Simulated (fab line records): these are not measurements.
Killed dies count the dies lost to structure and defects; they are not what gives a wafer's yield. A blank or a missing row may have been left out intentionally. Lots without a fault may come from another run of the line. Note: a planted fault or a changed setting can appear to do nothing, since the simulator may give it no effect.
A single fault, viewed from 3 desks    flow n5_finfet    what lay behind the numbers comes last; until then each desk has only its own

FROM THE METROLOGY DESK
What the gauges read for every lot (on any tool): the sampled wafers with a number, averaged. The brackets show how far a lot's mean lies from the usual mean; more than 4 standard deviations puts the lot out of limits, marked OUT. Shown here are 7 of its 12 readings, the ones lying furthest out on some lot.
Columns: A = DIBL_P at N5_BEOL_M4_RC_MEAS_101, usual 36.0 mV/V; B = IOFF_N at N5_BEOL_M4_RC_MEAS_101, usual 0.16 nA/um; C = IOFF_P at N5_BEOL_M4_RC_MEAS_101, usual 0.21 nA/um; D = ION_N at N5_BEOL_M4_RC_MEAS_101, usual 675 uA/um; E = ION_P at N5_BEOL_M4_RC_MEAS_101, usual 464 uA/um; F = VT_N at N5_BEOL_M4_RC_MEAS_101, usual 250 mV; G = VT_P at N5_BEOL_M4_RC_MEAS_101, usual -250 mV
lot   first seen here  A     B     C     D    E    F    G
L640  day 5 02:26      35.5  0.15  0.21  667  461  251  -247
L641  day 5 02:59      33.3  0.12  0.16  664  454  254  -256
L644  day 6 00:13      35.5  0.15  0.23  676  469  250  -247
L648  day 6 20:13      36.7  0.14  0.19  654  450  253  -252
L657  day 9 08:23      36.5  0.17  0.22  673  462  247  -248
This desk found nothing out of limits on any of the 5 lots.

DESK OF THE TOOL OWNER: rie_diel-03
The tool's own readings at N5_MOL_CONTACT_COAG_ETCH_110 (etches Si in CF4/O2, target depth 2.5 nm, time 8 s): means of the sampled wafers that have a number, for each lot that ran on this tool. The brackets show how far a lot's mean lies from the usual mean; more than 4 standard deviations puts the lot out of limits, marked OUT.
Columns: A = bias_w at N5_MOL_CONTACT_COAG_ETCH_110, usual 11.99 W; B = cf4_flow_sccm at N5_MOL_CONTACT_COAG_ETCH_110, usual 99.99 sccm; C = drypump_motor_current_A at N5_MOL_CONTACT_COAG_ETCH_110, usual 5.8 A; D = oes_product_au at N5_MOL_CONTACT_COAG_ETCH_110, usual 0.81 a.u.; E = rf_vpp_V at N5_MOL_CONTACT_COAG_ETCH_110, usual 129 V; F = showerhead_plenum_p_Torr at N5_MOL_CONTACT_COAG_ETCH_110, usual 2.24 Torr; G = throttle_valve_pct at N5_MOL_CONTACT_COAG_ETCH_110, usual 10.72 %
lot   first seen here  A                B       C    D     E    F     G
L640  day 5 02:50      11.98            100.23  5.3  0.73  129  2.19  10.87
L644  day 6 00:37      10.92 (-29) OUT  100.07  5.7  0.81  119  2.25  10.72
This desk's verdict: out of limits on L644, starting with L644 at day 6 00:37 (bias_w at N5_MOL_CONTACT_COAG_ETCH_110). L640: within limits.

THE DEFECT DESK
Lot by lot, what the route's inspections counted, given as the mean of those sampled wafers with a number. The brackets show how far a lot's mean lies from the usual mean; more than 4 standard deviations puts the lot out of limits, marked OUT.
Columns: A = raw_defect_count at N5_MOL_CONTACT_COAG_INSPECT_10, usual 69
lot   first seen here  A
L640  day 5 02:31      91
L641  day 5 03:04      78
L644  day 6 00:18      62
L648  day 6 20:18      56
L657  day 9 08:28      49
This desk found nothing out of limits on any of the 5 lots.

TAKEN TOGETHER
The tool owner's desk could have raised an alarm at day 6 00:37, on L644.
Metrology desk: nothing out of limits seen.
The defect desk saw nothing out of limits.
The metrology desk holds a record of L644, inside its limits.
The defect desk has L644 on record, within its limits.
N5_MOL_CONTACT_COAG_ETCH_110 was run on rie_diel-03 by each of the lots named.

WHAT THE SIMULATOR HAD PUT IN
rie_diel-03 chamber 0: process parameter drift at N5_MOL_CONTACT_COAG_ETCH_110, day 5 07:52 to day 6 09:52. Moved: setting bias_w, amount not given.
Shown lots that were struck: L644.
Delay in hours, fault start to first out-of-limits reading, by desk: the tool owner's desk at 17.
